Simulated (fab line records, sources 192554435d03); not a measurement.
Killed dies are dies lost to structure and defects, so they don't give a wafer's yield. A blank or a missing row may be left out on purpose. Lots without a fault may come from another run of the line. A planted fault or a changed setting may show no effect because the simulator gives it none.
Which tool did it? | flow n5_finfet | 10 lots, 28 wafers sampled, at 5 steps of a route of 1938

WHAT THE GAUGES READ, wafer by wafer
N5_BEOL_M4_RC_MEAS_101.
lot  | measured     | on        | DIBL_N (mV/V)  | DIBL_P (mV/V)  | IOFF_N (nA/um) | IOFF_P (nA/um) | ION_N (uA/um) | ION_P (uA/um) | SS_N (mV/dec)  | SS_P (mV/dec)  | VT_N (mV)   | VT_P (mV)
L565 | day 8 10:38  | prober-01 | 34.2 35.1 32.4 | 34.7 37.1 30.0 | 0.12 0.13 0.09 | 0.16 0.19 0.10 | 667 674 647   | 455 463 440   | 70.9 71.0 70.4 | 72.1 72.9 71.1 | 253 252 260 | -255 -254 -262
L569 | day 9 17:33  | prober-02 | 35.4 36.6 31.5 | 33.8 36.8 31.6 | 0.14 0.15 0.09 | 0.16 0.21 0.14 | 645 653 640   | 443 449 446   | 71.9 72.1 70.9 | 72.2 73.5 71.8 | 251 252 257 | -253 -249 -253
L571 | day 9 21:05  | prober-01 | 37.5 34.3 36.0 | 38.7 35.8 36.9 | 0.20 0.14 0.16 | 0.24 0.20 0.20 | 692 654 671   | 466 450 457   | 72.0 71.6 72.1 | 74.6 73.7 73.9 | 246 253 251 | -251 -252 -249
L572 | day 10 03:28 | prober-01 | 37.2 33.1 36.8 | 36.5 31.3 36.6 | 0.16 0.11 0.16 | 0.25 0.18 0.24 | 671 648 660   | 462 447 462   | 71.9 71.2 71.2 | 73.6 73.2 73.8 | 252 255 250 | -246 -248 -247
L573 | day 11 02:48 | prober-01 | 35.8 37.1 34.8 | 35.2 38.6 32.0 | 0.14 0.16 0.13 | 0.19 0.24 0.14 | 670 652 638   | 454 453 436   | 71.9 72.5 72.4 | 73.4 73.8 72.6 | 253 248 258 | -253 -250 -258
L576 | day 11 20:53 | prober-01 | 33.4 38.8 36.5 | 32.6 38.4 35.0 | 0.11 0.19 0.14 | 0.14 0.21 0.17 | 661 669 657   | 448 446 454   | 70.1 72.4 71.5 | 73.1 73.8 72.4 | 256 251 254 | -258 -252 -255
L582 | day 13 02:46 | prober-02 | 34.6 38.4 37.3 | 35.2 41.1 39.9 | 0.13 0.23 0.18 | 0.19 0.30 0.30 | 662 700 656   | 461 477 459   | 71.6 71.5 71.9 | 72.9 74.3 74.1 | 252 240 248 | -250 -246 -244
L580 | day 13 03:30 | prober-01 | 38.2 37.5      | 39.8 38.9      | 0.20 0.18      | 0.25 0.24      | 684 670       | 468 459       | 72.4 72.2      | 73.7 73.6      | 249 249     | -249 -251
L583 | day 13 09:13 | prober-01 | 32.5 40.5 35.3 | 32.7 41.8 35.7 | 0.11 0.22 0.14 | 0.14 0.26 0.18 | 658 677 657   | 455 461 453   | 69.8 72.3 70.3 | 71.9 75.3 73.5 | 252 247 251 | -255 -249 -253
L584 | day 13 09:28 | prober-02 | 34.6 36.5      | 34.3 37.3      | 0.13 0.18      | 0.16 0.20      | 652 669       | 445 453       | 71.5 71.7      | 72.7 73.7      | 253 245     | -253 -250

N5_BEOL_M5_OCD_MEAS_38.
lot  | measured     | on     | trench_depth_nm (nm)
L565 | day 8 14:47  | ocd-02 | 71.2 72.6 71.3
L569 | day 10 02:54 | ocd-01 | 70.9 73.4 73.3
L571 | day 10 04:42 | ocd-01 | 71.3 72.4 70.8
L572 | day 10 07:55 | ocd-01 | 72.7 68.5 69.0
L573 | day 11 07:50 | ocd-01 | 73.3 68.7 72.4
L576 | day 12 02:55 | ocd-01 | 71.4 74.0 74.2
L582 | day 13 07:36 | ocd-02 | 71.7 71.7 72.8
L580 | day 13 08:11 | ocd-02 | 72.4 70.9
L583 | day 13 16:10 | ocd-02 | 71.9 73.2 72.4
L584 | day 13 15:59 | ocd-02 | 74.2 74.9

N5_BEOL_M5_CD_MEAS_35: target cd 28 nm, target cd y 24 nm.
lot  | measured     | on        | cd_nm (nm)
L565 | day 8 14:56  | cd_sem-01 | 28.2 29.3 28.8
L569 | day 10 03:03 | cd_sem-01 | 28.7 28.1 28.4
L571 | day 10 04:51 | cd_sem-02 | 28.3 27.3 27.8
L572 | day 10 08:05 | cd_sem-01 | 28.4 29.4 28.5
L573 | day 11 07:59 | cd_sem-01 | 27.9 27.4 28.1
L576 | day 12 03:05 | cd_sem-01 | 28.0 28.7 28.2
L582 | day 13 07:46 | cd_sem-01 | 28.6 28.6 28.7
L580 | day 13 08:20 | cd_sem-01 | 28.1 28.3
L583 | day 13 16:19 | cd_sem-02 | 27.6 28.0 28.3
L584 | day 13 16:08 | cd_sem-01 | 27.9 28.2

WHICH TOOL RAN EACH LOT (tool, then ch and the chambers of the sampled wafers, then the start)
lot  | N5_BEOL_M5_STRIP_36                | N5_BEOL_M5_ETCH_41
L565 | rie_diel-03 ch 1,2, day 8 14:35    | rie_diel-03 ch 1,2, day 8 14:47 or earlier
L569 | rie_diel-01 ch 0,2,3, day 10 02:42 | rie_diel-01 ch 0,2,3, day 10 02:54 or earlier
L571 | rie_diel-03 ch 0,3, day 10 04:30   | rie_diel-03 ch 0,3, day 10 04:34
L572 | rie_diel-01 ch 1,3, day 10 07:43   | rie_diel-01 ch 1,3, day 10 07:47
L573 | rie_diel-01 ch 0,1, day 11 07:38   | rie_diel-01 ch 0,1, day 11 07:50 or earlier
L576 | rie_diel-01 ch 0,2, day 12 02:44   | rie_diel-01 ch 0,2, day 12 02:55 or earlier
L582 | rie_diel-03 ch 0,1,2, day 13 07:25 | rie_diel-03 ch 0,1,2, day 13 07:36 or earlier
L580 | rie_diel-03 ch 1,2, day 13 07:58   | rie_diel-03 ch 1,2, day 13 08:11 or earlier
L583 | rie_diel-03 ch 1,2,3, day 13 15:58 | rie_diel-03 ch 1,2,3, day 13 16:10 or earlier
L584 | rie_diel-01 ch 0,3, day 13 15:49   | rie_diel-01 ch 0,3, day 13 15:59 or earlier
- N5_BEOL_M5_STRIP_36: strips in N2/H2.
- N5_BEOL_M5_ETCH_41: etches SiCN in CH3F/O2, target depth 31.5 nm, time 56.7 s.

WHAT THE TOOLS THEMSELVES READ (means of the sampled wafers that have a number; where no wafer has one, the mark that the record gives instead)
N5_BEOL_M5_STRIP_36.
lot  | tool        | bias_power_w (W) | chamber_pressure_mTorr (mTorr) | drypump_motor_current_A (A) | h2_flow_sccm (sccm) | oes_product_au (a.u.) | rf_vpp_V (V) | showerhead_plenum_p_Torr (Torr) | throttle_valve_pct (%)
L565 | rie_diel-03 | 6.981            | 19.99                          | 5.3                         | 200.1               | 0.78                  | 58.8         | 2.55                            | 23.7
L569 | rie_diel-01 | 7.021            | 20.01                          | 5.5                         | 199.4               | 0.93                  | 59.8         | 2.57                            | 23.3
L571 | rie_diel-03 | -                | -                              | -                           | -                   | -                     | -            | -                               | -
L572 | rie_diel-01 | -                | -                              | -                           | -                   | -                     | -            | -                               | -
L573 | rie_diel-01 | 6.976            | 20.00                          | 5.3                         | 200.2               | 0.87                  | 58.1         | 2.60                            | 23.7
L576 | rie_diel-01 | 6.994            | 20.01                          | 5.4                         | 200.1               | 0.92                  | 58.2         | 2.61                            | 23.5
L582 | rie_diel-03 | 7.007            | 20.01                          | 5.2                         | 199.8               | 0.81                  | 60.4         | 2.58                            | 23.5
L580 | rie_diel-03 | 6.984            | 20.00                          | 5.3                         | 199.3               | 0.75                  | 59.2         | 2.54                            | 23.8
L583 | rie_diel-03 | 7.040            | 20.04                          | 5.6                         | 199.9               | 0.77                  | 59.4         | 2.51                            | 23.8
L584 | rie_diel-01 | 7.005            | 20.03                          | 5.5                         | 199.6               | 0.89                  | 60.9         | 2.62                            | 23.2

N5_BEOL_M5_ETCH_41.
lot  | tool        | CH3F_flow_sccm (sccm) | drypump_motor_current_A (A) | oes_product_au (a.u.) | rf_vpp_V (V) | showerhead_plenum_p_Torr (Torr) | throttle_valve_pct (%)
L565 | rie_diel-03 | 30.03                 | 5.3                         | 0.78                  | 297.6        | 2.00                            | 16.4
L569 | rie_diel-01 | 29.99                 | 5.5                         | 0.92                  | 298.4        | 2.03                            | 16.0
L571 | rie_diel-03 | 29.95                 | 5.8                         | 0.85                  | 297.2        | 2.02                            | 16.3
L572 | rie_diel-01 | 29.98                 | 5.3                         | 0.79                  | 296.7        | 1.97                            | 16.5
L573 | rie_diel-01 | 29.91                 | 5.3                         | 0.87                  | 297.8        | 2.04                            | 16.3
L576 | rie_diel-01 | 30.02                 | 5.4                         | 0.90                  | 298.5        | 2.04                            | 16.1
L582 | rie_diel-03 | 30.04                 | 5.2                         | 0.80                  | 297.6        | 2.04                            | 16.4
L580 | rie_diel-03 | 29.99                 | 5.3                         | 0.76                  | 297.1        | 2.00                            | 16.5
L583 | rie_diel-03 | 29.99                 | 5.6                         | 0.77                  | 297.0        | 1.98                            | 16.5
L584 | rie_diel-01 | 30.03                 | 5.4                         | 0.89                  | 299.4        | 2.07                            | 16.1

THE ANSWER, worked out from the rows above alone
Rule: what is usual is taken from the lots themselves. Put in order of their means at a reading, lots are off if they are a third of the lots or fewer, leave a main group of 4 or more, and stand apart from it by a gap of 3 or more times the standard deviation of the main group's means; of several such gaps the widest counts. A main group whose means are all the same, to the digits that the tables above print for the reading, isn't used. A lot without any number at a reading at which 4 lots or more have one is off too. The other lots that the step has rows for count as sound. The gauges are gone through in route order, then the tools' own readings, and for those a lot's mean is taken as printed above. The first step at which some lot is off is used, and at that step the reading that is off furthest; a lot without a number counts as furthest.
Off: L571, L572, at N5_BEOL_M5_STRIP_36 (bias_power_w). Without a number there: L571, L572. The main group: mean 7.001 W, standard deviation 0.02.
A tool fits if, at that step or a process step before it, it ran every lot that is off, and no sound lot after the first of them. None of those tried fits.

WHAT THE SIMULATOR HAD PUT IN
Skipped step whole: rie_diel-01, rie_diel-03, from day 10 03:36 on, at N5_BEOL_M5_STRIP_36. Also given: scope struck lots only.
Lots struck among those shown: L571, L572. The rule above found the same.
